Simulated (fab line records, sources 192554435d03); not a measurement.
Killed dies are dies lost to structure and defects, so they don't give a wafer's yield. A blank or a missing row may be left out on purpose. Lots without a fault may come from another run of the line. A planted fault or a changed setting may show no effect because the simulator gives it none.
Problem report in the 8D (eight disciplines) form, filled by code | flow n5_finfet | the parts of the form that need people (team, actions taken, sign-off) are left out

1. THE PROBLEM
head_pressure_psi at N5_ILD0_CMP_12 reads a mean of 2.172 psi on 6 wafers of 2 lots; wafers without a fault read 2.500 psi with a standard deviation of 0.0055. That is -60 standard deviations from the usual mean.
The step: polishes SiNx, stops on poly-Si, t overpolish 6 s, target thk 17.67 nm.
First seen on wafer L172.1, day 8 23:28, on cmp-02. The record holds 27 wafers of 9 lots with a number at this step. Rule for "out", or "out of limits": more than 4 standard deviations from the usual mean. The other wafers with a number count as sound.

2. WHAT IT IS AND WHAT IT IS NOT
question                    | is                     | is not
which readings at this step | head_pressure_psi      | motor_current_A, overpolish_run_s, slurry_filter_dp_kPa
which lots                  | L172, L173             | L153, L155, L159, L161, L162, L169, L174
which wafers of those lots  | all that have a number | -
read on which tools         | cmp-02                 | cmp-01, cmp-04
when                        | from day 8 23:28       | up to then (18 sound wafers); but 3 sound wafers of L174 came after

3. SUSPECTS, AND WHAT RULES EACH OUT
Counting: a tool at a process step up to the reading stays a suspect if it ran every lot that is out and no sound lot after the first of them.
- rtp_anneal-01 at N5_SD_ACTIVATION_RTA_00 (time 0 s): ruled out as a lasting fault. Sound lots L174 ran on it after its first lot that is out, L172 (day 8 16:46).
- cmp-02 at N5_ILD0_CMP_12 (polishes SiNx, stops on poly-Si, t overpolish 6 s, target thk 17.67 nm): kept. It ran every lot that is out, first L172 (day 8 23:28), and no sound lot after that; its last sound lot up to then is L161 (day 6 07:15). Its own readings are out on those wafers: head_pressure_psi.
Left after counting: cmp-02 at N5_ILD0_CMP_12.

4. THE CAUSE (what the simulator had put in)
Process parameter drift: cmp-02, from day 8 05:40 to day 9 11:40, at N5_ILD0_CMP_12. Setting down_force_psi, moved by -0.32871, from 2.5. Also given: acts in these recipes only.
Counting left only this tool.

5. THE CHAIN OF EFFECTS, in route order
Each row: a reading whose mean over the struck wafers that have a number lies more than 3 standard deviations from the usual. Only readings for which the record gives a usual standard deviation are gone through. hours: the time from each lot's start at the first step in this table that gives one to its start at this step, as a median over the lots. sigmas: the change in usual standard deviations.
hours | step           | reading           | usual     | on struck wafers | change | sigmas
0     | N5_ILD0_CMP_12 | head_pressure_psi | 2.500 psi | 2.172            | -0.328 | -60
The process steps in it:
- N5_ILD0_CMP_12: polishes SiNx, stops on poly-Si, t overpolish 6 s, target thk 17.67 nm.
Later measuring or inspecting steps at which every struck wafer that the step has a row for has a number for every such reading, and none has moved that far: N5_BEOL_M4_RC_MEAS_101.

6. WHAT WOULD HAVE CAUGHT IT SOONER
In this record the first reading out of limits was taken at day 8 23:28, 18 hours after the fault began at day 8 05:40.
